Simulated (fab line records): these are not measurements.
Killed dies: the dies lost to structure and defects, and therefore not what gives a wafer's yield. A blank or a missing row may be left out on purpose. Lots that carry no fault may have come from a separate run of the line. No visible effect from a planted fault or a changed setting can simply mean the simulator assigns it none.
8D (eight disciplines) problem report, filled in by code | flow nand-harc | the parts of the form that need people (team, actions taken, sign-off) are left out

== 1. WHAT WENT WRONG ==
thk-nm at NHARC_A_ONON_D1_THK_MEAS_18 reads a mean of 1561 nm on 3 wafers of 3 lots; wafers without a fault read 1002 nm with a standard deviation of 10. That puts it +56 standard deviations away from the usual mean.
The step: measures by ellipsometry.
Seen first at day 10 19:16 on film-metro-02, wafer L138.6. The record holds 40 wafers of 14 lots with a number at this step. Rule for "out" (also "out of limits"): further than 4 standard deviations from the usual mean. The rest of the wafers with a number are treated as sound.

== 2. WHAT IT IS; WHAT IT IS NOT ==
question                    | is                           | is not
which readings at this step | thk-nm                       | -
which lots                  | L138, L141, L142             | L129, L130, L131, L133, L134, L144, L145, L146, L147, L151, L152
which wafers of those lots  | L138.6, L141.6, L142.3       | L138.1, L141.1, L142.1, L142.4
read on which gauges        | film-metro-01, film-metro-02 | -
when                        | from day 10 19:16            | up to then (16 sound wafers); but 21 sound wafers of L141, L142, L144, L145, L146, L147, L151, L152 came after

== 3. SUSPECTS, AND WHAT RULES EACH OUT ==
Counting: if a tool at a process step up to the reading ran every lot that is out, it stays a suspect. Sound lots after the first of them don't rule it out here, since some wafers of a struck lot are sound.
- ruled out: the gauge at NHARC_A_ONON_D1_THK_MEAS_18. Those wafers that are out were read across 2 gauges (film-metro-01, film-metro-02).
- pecvd-onon-03 at NHARC_A_ONON_D1_DEP_16 (target thk 1000 nm): kept. Ran every lot that is out, first one L138 (day 10 18:44); last sound lot up to then L134 (day 9 04:10).
After counting, what remains is pecvd-onon-03 at NHARC_A_ONON_D1_DEP_16.

== 4. THE CAUSE (what the simulator had put in) ==
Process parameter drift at NHARC_A_ONON_D1_DEP_16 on pecvd-onon-03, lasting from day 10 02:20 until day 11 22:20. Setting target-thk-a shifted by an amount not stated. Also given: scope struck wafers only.
After counting, this tool was the only one left.

== 5. SEQUENCE OF EFFECTS, ordered by route ==
Rows list readings where the struck wafers' mean (over those with a number) sits beyond 3 standard deviations from the usual. Scope: only readings with a usual standard deviation given in the record; hours: median across lots of the time from each lot's start at the first step in this table that gives one to its start at this step; sigmas: change in usual standard deviations.
hours | step                        | reading         | usual   | on struck wafers | change | sigmas
0     | NHARC_A_ONON_D1_THK_MEAS_18 | thk-nm          | 1002 nm | 1561             | +559   | +56
275   | NHARC_END_SORT_01           | killed-at-array | 29      | 675              | +646   | +65
275   | NHARC_END_SORT_01           | killed-dies     | 33      | 677              | +644   | +59

== 6. WHAT WOULD HAVE CAUGHT IT SOONER ==
The first out-of-limits reading at a measuring or inspecting step in this record came at day 10 19:16, 17 hours after the fault's start at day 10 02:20.
Of the tool readings at NHARC_A_ONON_D1_DEP_16 for which the record gives a usual standard deviation, none was out on any struck wafer, so an alarm limit of 4 standard deviations on them would not have fired.
Among the 3 lots that are out, L141, L142 began NHARC_A_ONON_D1_DEP_16 on pecvd-onon-03 after day 10 19:16. A hold on the tool at that time would have spared those 2.
